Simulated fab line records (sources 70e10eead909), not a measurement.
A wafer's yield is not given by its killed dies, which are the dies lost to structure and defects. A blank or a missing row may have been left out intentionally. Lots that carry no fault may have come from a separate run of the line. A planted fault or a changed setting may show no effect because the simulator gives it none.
Chamber matching | flow nand-harc | 4 sister chambers for NHARC_P_BONDPAD_ETCH_37 on rie-diel-11
The step etches the open film in N2/H2, target depth 60 nm, overetch 18 nm, time 65.91 s. 45 wafers are shown with their chamber, then 12 later ones without.

== WAFERS PAIRED WITH THEIR CHAMBERS ==
wafer  | chamber | drypump-motor-current-A (A) | rf-vpp-V (V) | oes-product-au (a.u.)
L074.1 | 0       | 6.2                         | 428          | 0.997
L074.4 | 3       | 5.0                         | 436          | 0.997
L074.5 | 2       | 5.2                         | 434          | 0.983
L077.4 | 0       | 6.2                         | 427          | 0.988
L077.5 | 3       | 5.0                         | 436          | 0.990
L077.6 | 2       | 5.2                         | 435          | 0.977
L076.3 | 1       | 6.0                         | 426          | 1.008
L076.4 | 3       | 5.0                         | 434          | 0.991
L076.5 | 2       | 5.2                         | 434          | 0.984
L078.1 | 3       | 5.0                         | 435          | 0.992
L078.2 | 2       | 5.2                         | 435          | 0.984
L078.6 | 1       | 6.0                         | 425          | 1.003
L075.2 | 2       | 5.2                         | 436          | 0.984
L075.4 | 1       | 6.0                         | 426          | 1.009
L075.6 | 0       | 6.2                         | 428          | 0.987
L079.2 | 3       | 5.0                         | 436          | 0.993
L079.4 | 2       | 5.2                         | 434          | 0.986
L079.6 | 2       | 5.2                         | 434          | 0.970
L080.1 | 1       | 6.0                         | 426          | 1.003
L080.2 | 0       | 6.2                         | 428          | 0.985
L080.6 | 1       | 6.0                         | 427          | 1.000
L082.1 | 0       | 6.2                         | 427          | 0.986
L082.3 | 1       | 6.0                         | 428          | 1.012
L082.6 | 3       | 5.0                         | 434          | 1.002
L083.1 | 3       | 5.0                         | 435          | 1.001
L083.3 | 1       | 6.0                         | 427          | 1.017
L083.5 | 1       | 6.0                         | 427          | 1.025
L087.4 | 2       | 5.3                         | 434          | 0.981
L087.5 | 1       | 6.0                         | 427          | 0.994
L087.6 | 0       | 6.2                         | 426          | 0.989
L086.2 | 2       | 5.2                         | 435          | 0.983
L086.4 | 1       | 6.0                         | 424          | 1.001
L086.5 | 1       | 6.0                         | 425          | 1.005
L084.1 | 1       | 6.0                         | 426          | 1.009
L084.2 | 2       | 5.3                         | 435          | 0.992
L084.4 | 3       | 5.0                         | 435          | 0.992
L085.1 | 0       | 6.2                         | 428          | 0.989
L085.3 | 3       | 5.0                         | 436          | 0.989
L085.5 | 2       | 5.3                         | 434          | 0.979
L091.3 | 0       | 6.2                         | 427          | 0.997
L091.5 | 1       | 6.0                         | 425          | 0.996
L091.6 | 0       | 6.2                         | 427          | 0.999
L093.2 | 0       | 6.2                         | 428          | 0.998
L093.4 | 1       | 6.0                         | 427          | 0.993
L093.6 | 2       | 5.3                         | 434          | 0.998

SIGNATURES (means of the wafers above)
reading                 | chamber 0 | chamber 1 | chamber 2 | chamber 3 | scatter within a chamber
drypump-motor-current-A | 6.200     | 6.000     | 5.233     | 5.000     | 0.0255
rf-vpp-V                | 427.40    | 426.14    | 434.50    | 435.22    | 0.865
oes-product-au          | 0.99150   | 1.00536   | 0.98342   | 0.99411   | 0.00703
Rule: distance of a wafer from a chamber = root of the sum over the readings of ((wafer's reading minus chamber's mean) / reading's scatter) squared. If the next closest chamber is less than 2 further off than the closest, the wafer can't be placed; otherwise it belongs to the closest. The scatter is the square root of a quotient: the sum, over the shown wafers, of each reading's squared deviation from its chamber's mean, divided by wafers minus chambers.

== WAFERS WITHOUT THEIR CHAMBER ==
wafer  | drypump-motor-current-A (A) | rf-vpp-V (V) | oes-product-au (a.u.)
L092.1 | 5.0                         | 435          | 0.999
L092.3 | 6.0                         | 425          | 0.999
L092.4 | 5.2                         | 434          | 0.994
L094.1 | 6.2                         | 428          | 1.002
L094.2 | 5.2                         | 433          | 0.990
L094.5 | 5.0                         | 433          | 0.986
L096.1 | 6.0                         | 426          | 0.993
L096.3 | 5.0                         | 435          | 1.000
L096.5 | 5.0                         | 436          | 1.000
L097.1 | 5.0                         | 434          | 0.996
L097.2 | 6.0                         | 427          | 1.002
L097.3 | 6.2                         | 427          | 1.001

== CHAMBER TAKEN BY EACH ==
wafer  | from the rows above | in truth
L092.1 | 3                   | 3
L092.3 | 1                   | 1
L092.4 | 2                   | 2
L094.1 | 0                   | 0
L094.2 | 2                   | 2
L094.5 | 3                   | 3
L096.1 | 1                   | 1
L096.3 | 3                   | 3
L096.5 | 3                   | 3
L097.1 | 3                   | 3
L097.2 | 1                   | 1
L097.3 | 0                   | 0
12 of 12 placed correctly. Number that these rows cannot place: 0. Number placed wrongly: 0.
